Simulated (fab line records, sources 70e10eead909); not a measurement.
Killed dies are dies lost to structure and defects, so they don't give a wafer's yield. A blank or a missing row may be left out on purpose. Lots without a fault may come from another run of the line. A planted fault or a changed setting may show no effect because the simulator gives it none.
A struck lot beside a sound one | flow nand_harc | 41 steps out of a route of 1302
Sound: wafers L832.1, L832.5, L832.6. Struck: wafers L845.1, L845.3, L845.4. The cause comes at the end.
At each step with rows: each side's tool, then ch and its chambers, then its first start. Under that, the readings that differ: sound wafers | struck wafers | difference of the means | sigmas: that difference in standard deviations of wafers without a fault.
alike: readings whose means differ by less than 2 such deviations, and words and numbers that are the same on both sides. not compared: withheld readings, readings that some wafer has no value for, bounds like >300 that may hide the same value, and numbers for which the record gives no deviation and whose values overlap.
The two part at a step that has a row with sigmas, a row that says differs or no value, or rows on one side only. Numbers that don't overlap but have no deviation are shown without sigmas and don't part them. A reading that every wafer of one side lacks parts them only if that side has two wafers or more.

NHARC_P_M2_CD_MEAS_09: target cd 170 nm.
  sound on cd_sem-02 ch 0, day 6 23:51; struck on cd_sem-03 ch 0, day 12 09:02
  alike: cd_nm
NHARC_P_M2_OVL_MEAS_10: pitch 340 nm.
  sound on overlay-01, day 6 23:56; struck on overlay-02, day 12 09:07
  alike: overlay_x_nm, overlay_y_nm
NHARC_P_M2_INSPECT_11:
  sound on defect_inspect-02, day 6 23:58; struck on defect_inspect-02, day 12 09:10
  alike: raw_defect_count
then, 2 steps without rows for these wafers: NHARC_P_M2_DESCUM_14 (chemistry O2, time 3 s); NHARC_P_M2_ETCH_35 (etches the open film in N2/H2, target depth 40 nm, overetch 12 nm, time 43.94 s).
NHARC_P_M2_ETCH_15: etches the open film in C4F8/Ar, target depth 182.5 nm, time 91.2 s.
  sound on rie_diel-08 ch 0,3; struck on rie_diel-04 ch 1,2,3
  alike: oes_product_au, rf_vpp_V
  not compared: rf_hours_counter_h
NHARC_P_M2_CD_MEAS_16:
  sound on cd_sem-02, day 7 00:20; struck on cd_sem-02, day 12 09:31
  alike: cd_nm
NHARC_P_M2_STRIP_18: strips in N2/H2.
  sound on rie_diel-11 ch 0,1,3, day 7 00:29; struck on rie_diel-04 ch 0,1,2, day 12 09:36
  reading               | sound             | struck            | difference | sigmas
  oes_product_au (a.u.) | 1.010 1.007 0.993 | 0.984 0.988 0.978 | -0.020     | -3
  alike: drypump_motor_current_A, n2_flow_sccm, rf_vpp_V, showerhead_plenum_p_Torr, throttle_valve_pct
  not compared: rf_hours_counter_h
then, 4 steps without rows for these wafers: NHARC_P_M2_ETCH_28 (etches the open film in CF4/N2, target depth 30 nm, time 72.99 s); NHARC_P_M2_STRIP_19 (strips in post etch residue remover, time 600 s); NHARC_P_M2_DEGAS_29 (time 60 s); NHARC_P_M2_PRE_CLEAN_30 (time 30 s).
NHARC_P_M2_PVD_20: deposits TaN, target thk 5 nm, time 8.06 s.
  sound on pvd_sputter-03, day 7 01:11; struck on pvd_sputter-02, day 12 10:21
  alike: throttle_valve_pct
then, 2 steps without rows for these wafers: NHARC_P_M2_PVD_21 (deposits Cu, target thk 30 nm, time 20.49 s); NHARC_P_M2_ECD_22 (material Cu, target thk 400 nm).
NHARC_P_M2_ANNEAL_31: time 90 s.
  sound on rtp_anneal-02 ch 0, day 7 01:48; struck on rtp_anneal-01 ch 0, day 12 10:59
  alike: anneal_temp_c, wafer_temp_C_max
then, 1 step without rows for these wafers: NHARC_P_M2_CMP_23 (polishes, t overpolish 20 s, target thk 144.3 nm).
NHARC_P_M2_THK_MEAS_24: measures by xrf.
  sound on film_metro-02, day 7 02:28; struck on film_metro-02, day 12 11:38
  alike: thk_nm
then, 2 steps without rows for these wafers: NHARC_P_M2_SRD_25; NHARC_P_M2_PRE_CLEAN_32 (time 12 s).
NHARC_P_M2_DEP_33: deposits SiCN, target thk 30 nm.
  sound on pecvd-02 ch 0,1,2, day 7 02:46; struck on pecvd-02 ch 0,1,2, day 12 12:01
  alike: chamber_pressure_Torr, heater_power_outer_w, heater_power_w
then, 2 steps without rows for these wafers: NHARC_P_BONDPAD_DEP_00 (deposits SiCN, target thk 250 nm); NHARC_P_BONDPAD_CMP_32 (polishes SiCN, target thk 200 nm).
NHARC_P_BONDPAD_THK_MEAS_33: measures by ellipsometry.
  sound on film_metro-01, day 7 03:49; struck on film_metro-01, day 12 13:14
  alike: thk_nm
then, 10 steps without rows for these wafers: NHARC_P_BONDPAD_SRD_34; NHARC_P_BONDPAD_DEHYDRATE_01 (time 120 s); NHARC_P_BONDPAD_HMDS_02 (time 30 s); NHARC_P_BONDPAD_COAT_36 (time 65 s); NHARC_P_BONDPAD_COAT_03 (resist thk 600 nm); NHARC_P_BONDPAD_SOFTBAKE_04 (time 70 s); NHARC_P_BONDPAD_EBR_05; NHARC_P_BONDPAD_EXPOSE_06 (exposes mask P BPAD); NHARC_P_BONDPAD_PEB_07 (peb time 80 s); NHARC_P_BONDPAD_DEVELOP_08 (time 50 s).
NHARC_P_BONDPAD_CD_MEAS_09: target cd 500 nm.
  sound on cd_sem-02 ch 0, day 7 04:15; struck on cd_sem-01 ch 0, day 12 13:42
  alike: cd_nm
NHARC_P_BONDPAD_OVL_MEAS_38:
  sound on overlay-02, day 7 04:20; struck on overlay-02, day 12 13:47
  reading           | sound    | struck   | difference | sigmas
  overlay_y_nm (nm) | -7 -7 -6 | 12 12 12 | +19        | +3
  alike: overlay_x_nm
then, 2 steps without rows for these wafers: NHARC_P_BONDPAD_HARDBAKE_10 (time 65 s); NHARC_P_BONDPAD_DESCUM_11 (chemistry O2, time 3 s).
NHARC_P_BONDPAD_ETCH_37: etches the open film in N2/H2, target depth 60 nm, overetch 18 nm, time 65.91 s.
  sound on rie_diel-10 ch 2,3, day 7 04:33; struck on rie_diel-09 ch 0,2,3, day 12 14:00
  alike: drypump_motor_current_A, n2_flow_sccm, oes_product_au, rf_vpp_V, showerhead_plenum_p_Torr, throttle_valve_pct
  not compared: rf_hours_counter_h
then, 1 step without rows for these wafers: NHARC_P_BONDPAD_ETCH_12 (etches the open film in CHF3/O2, target depth 200 nm, time 100 s).
-- the record jumps here: 17 days lie between the struck wafers' starts before and after (it left off in module P_BONDPAD and takes up again in module END, whose first step shown is number 1302 of the route) --
NHARC_END_SORT_01:
  the record has rows for the struck wafers here (prober-02 ch 0, day 29 18:24) and none for the sound ones

WHERE THEY PART
First at NHARC_P_M2_STRIP_18; last, within this record, at NHARC_END_SORT_01.

WHY: what the simulator had put in
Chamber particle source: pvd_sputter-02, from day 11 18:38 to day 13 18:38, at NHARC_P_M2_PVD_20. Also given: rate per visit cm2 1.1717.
